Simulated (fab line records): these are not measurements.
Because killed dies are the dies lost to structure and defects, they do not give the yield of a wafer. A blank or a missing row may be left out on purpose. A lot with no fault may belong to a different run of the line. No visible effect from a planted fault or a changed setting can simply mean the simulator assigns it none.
Which of the tools did it?	flow nandHarc	11 lots with 33 wafers sampled at 6 steps, on a route of 1302 steps

== WHAT EACH GAUGE READ, for each wafer ==
NHARC_P_M2_INSPECT_11.
lot	measured	on	rawDefectCount
L218	day 6 11:11	defectInspect-02	3 3 2
L219	day 7 06:55	defectInspect-01	5 6 2
L222	day 8 00:10	defectInspect-02	2 1 1
L225	day 9 08:02	defectInspect-02	3 5 1
L228	day 10 22:19	defectInspect-01	7 11 15
L234	day 13 08:05	defectInspect-02	266 2 2
L236	day 13 21:42	defectInspect-01	4 4 286
L238	day 15 04:17	defectInspect-02	2 5 5
L239	day 15 13:41	defectInspect-01	2 5 4
L240	day 15 17:53	defectInspect-02	5 3 8
L241	day 16 00:46	defectInspect-01	1 5 2

NHARC_P_M2_CD_MEAS_16.
lot	measured	on	cdNm (nm)
L218	day 6 11:35	cdSem-02	170.1 170.3 170.0
L219	day 7 07:17	cdSem-01	171.0 170.1 170.2
L222	day 8 00:32	cdSem-01	170.0 169.6 170.2
L225	day 9 08:24	cdSem-02	170.4 170.5 170.4
L228	day 10 22:41	cdSem-03	168.8 169.9 170.1
L234	day 13 08:29	cdSem-01	169.9 169.8 169.6
L236	day 13 22:07	cdSem-03	169.8 169.3 169.6
L238	day 15 04:39	cdSem-03	170.0 170.0 169.3
L239	day 15 14:03	cdSem-01	170.3 170.2 170.3
L240	day 15 18:15	cdSem-01	170.1 170.1 170.5
L241	day 16 01:08	cdSem-01	170.1 170.0 169.6

NHARC_END_SORT_01.
lot	measured	on	defectLimitedYield (%)	killedAtArray	killedAtOther	killedAtPeriphery	killedDies	killedOpen	killedShort	sort_bin_2_pct (%)	sort_bin_3_pct (%)	sort_bin_4_pct (%)	sortNPass	sortRimYieldPct (%)	sortYieldPct (%)
L234	day 30 23:29	prober-02	84 94 92	44 40 49	0 0 1	67 4 6	111 44 56	3 3 3	1 5 2	6.9 2.1 2.5	2.1 0.1 0.9	7.4 4.3 4.9	566 633 621	90 96 99	84 94 92
L236	day 32 04:54	prober-02	91 92 81	59 53 64	1 1 2	2 3 66	62 57 132	4 2 5	2 0 0	3.1 3.4 6.5	0.3 0.6 2.7	5.8 4.4 10.3	615 620 545	97 94 89	91 92 81

== WHAT TOOL EACH LOT RAN ON (gives the tool, then ch and the chambers of the sampled wafers, and finally the start) ==
lot	NHARC_P_M1_ETCH_35	NHARC_P_M1_ETCH_15	NHARC_P_M2_DEP_00
L218	rieDiel-12 ch 2,3, day 6 07:10	rieDiel-12 ch 0,2,3, day 6 10:16 or earlier	pecvd-03 ch 0,2, day 6 10:16
L219	rieDiel-10 ch 0,3, day 7 02:46	rieDiel-10 ch 0,1, day 7 05:58 or earlier	pecvd-04 ch 1,2, day 7 05:58
L222	rieDiel-12 ch 0,1, day 7 20:05	rieDiel-12 ch 1,2,3, day 7 23:20 or earlier	pecvd-03 ch 0,1,2, day 7 23:20
L225	rieDiel-10 ch 0,1,3, day 9 03:31	rieDiel-10 ch 0,2,3, day 9 07:10 or earlier	pecvd-01 ch 0,2, day 9 07:10
L228	rieDiel-08 ch 0,3, day 10 18:13	rieDiel-08 ch 0,1,3, day 10 21:24 or earlier	pecvd-03 ch 0,1,2, day 10 21:24
L234	rieDiel-12 ch 1,2, day 13 04:06	rieDiel-12 ch 1,2,3, day 13 07:10 or earlier	pecvd-03 ch 0,1,2, day 13 07:10
L236	rieDiel-08 ch 0,1,3, day 13 17:42	rieDiel-08 ch 0,1, day 13 20:45 or earlier	pecvd-03 ch 0,1,2, day 13 20:45
L238	rieDiel-10 ch 1,2,3, day 15 00:21	rieDiel-10 ch 1,2,3, day 15 03:27 or earlier	pecvd-01 ch 1,2, day 15 03:27
L239	rieDiel-08 ch 0,1, day 15 09:24	rieDiel-08 ch 0,1,3, day 15 12:46 or earlier	pecvd-01 ch 0,1,2, day 15 12:46
L240	rieDiel-10 ch 1,2, day 15 13:59	rieDiel-10 ch 0,2,3, day 15 17:06 or earlier	pecvd-04 ch 0,1,2, day 15 17:06
L241	rieDiel-10 ch 0,2,3, day 15 20:24	rieDiel-10 ch 0,2,3, day 15 23:51 or earlier	pecvd-01 ch 0,2, day 15 23:51
- NHARC_P_M1_ETCH_35: etches the open film in N2/H2, target depth 40 nm, overetch 12 nm, time 43.94 s.
- NHARC_P_M1_ETCH_15: etches the open film in C4F8/Ar, target depth 182.5 nm, time 91.2 s.
- NHARC_P_M2_DEP_00: deposits SiOC, target thk 182.5 nm.

== AS READ BY THE TOOLS THEMSELVES (means over the sampled wafers that have a number; for cases with no such wafer, the mark the record gives instead) ==
NHARC_P_M1_ETCH_35.
lot	tool	chamberPressureMTorr (mTorr)	drypumpMotorCurrentA (A)	oesProductAu (a.u.)	rfVppV (V)	showerheadPlenumPTorr (Torr)	throttleValvePct (%)
L218	rieDiel-12	30.006	5.9	0.995	428.9	1.98	14.177
L219	rieDiel-10	29.971	5.5	0.993	432.6	2.11	14.170
L222	rieDiel-12	30.010	6.1	1.015	428.8	1.98	14.169
L225	rieDiel-10	29.978	5.5	0.996	430.1	2.02	14.178
L228	rieDiel-08	29.998	5.5	1.001	428.2	1.95	14.168
L234	rieDiel-12	29.976	5.5	0.991	428.3	1.99	14.165
L236	rieDiel-08	30.027	5.6	0.999	430.0	2.03	14.177
L238	rieDiel-10	29.979	5.4	1.006	428.2	1.99	14.169
L239	rieDiel-08	29.986	5.8	1.004	432.6	2.11	14.173
L240	rieDiel-10	30.024	5.2	1.003	430.9	2.04	14.170
L241	rieDiel-10	29.979	5.4	1.003	431.5	2.08	14.172

NHARC_P_M1_ETCH_15.
lot	tool	chamberPressureMTorr (mTorr)	oesProductAu (a.u.)	rfVppV (V)
L218	rieDiel-12	25.004	0.955	439.4
L219	rieDiel-10	24.988	0.978	439.8
L222	rieDiel-12	24.990	0.965	438.4
L225	rieDiel-10	25.011	0.975	441.9
L228	rieDiel-08	24.987	0.970	440.7
L234	rieDiel-12	24.992	0.965	438.9
L236	rieDiel-08	25.022	0.922	440.8
L238	rieDiel-10	24.986	0.958	439.1
L239	rieDiel-08	24.997	0.934	440.3
L240	rieDiel-10	25.014	0.924	441.1
L241	rieDiel-10	25.017	0.968	441.9

NHARC_P_M2_DEP_00.
lot	tool	chamberPressureTorr (Torr)
L218	pecvd-03	4.992
L219	pecvd-04	4.995
L222	pecvd-03	4.993
L225	pecvd-01	5.006
L228	pecvd-03	4.998
L234	pecvd-03	5.014
L236	pecvd-03	4.996
L238	pecvd-01	5.010
L239	pecvd-01	5.008
L240	pecvd-04	4.993
L241	pecvd-01	4.990

== THE ANSWER, worked out from the rows above alone ==
Rule: the lots themselves supply what counts as usual. The widest of any qualifying gaps counts: lots, ordered by their means at a reading, are off when they make up no more than a third of the lots, leave a main group of 4 or more, and stand apart from it by 3 or more times the standard deviation of that group's means. If all means in a main group match to the digits the tables above print for the reading, that group is not used. Also off: a lot with no number at a reading for which 4 or more lots have one. Any other lot the step has rows for is counted as sound. Order of review: gauges by route order, followed by the tools' own readings, for which a lot's mean as printed above is used. At the first step where some lot is off, the reading lying furthest off is the one used; lots without a number count as furthest.
Off, at NHARC_P_M2_INSPECT_11 on rawDefectCount: L234, L236. Main group: mean 4.2, sd 2.6.
A tool fits if, at a process step before that reading, it ran every lot that is off, and no sound lot after the first of them. Gauges at NHARC_P_M2_INSPECT_11: tried the same way as those tools. NHARC_P_M1_ETCH_15 gives no start for some lots, so the hours and the order of its lots are those of NHARC_P_M2_DEP_00. One fits: pecvd-03 at NHARC_P_M2_DEP_00. Its last sound lot is L228 (day 10 21:24), its first lot that is off L234 (day 13 07:10): a fault that began between those two fits.

== WHAT WAS PUT IN BY THE SIMULATOR ==
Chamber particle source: pecvd-03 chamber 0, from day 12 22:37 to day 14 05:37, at NHARC_P_M2_DEP_00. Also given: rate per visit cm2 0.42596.
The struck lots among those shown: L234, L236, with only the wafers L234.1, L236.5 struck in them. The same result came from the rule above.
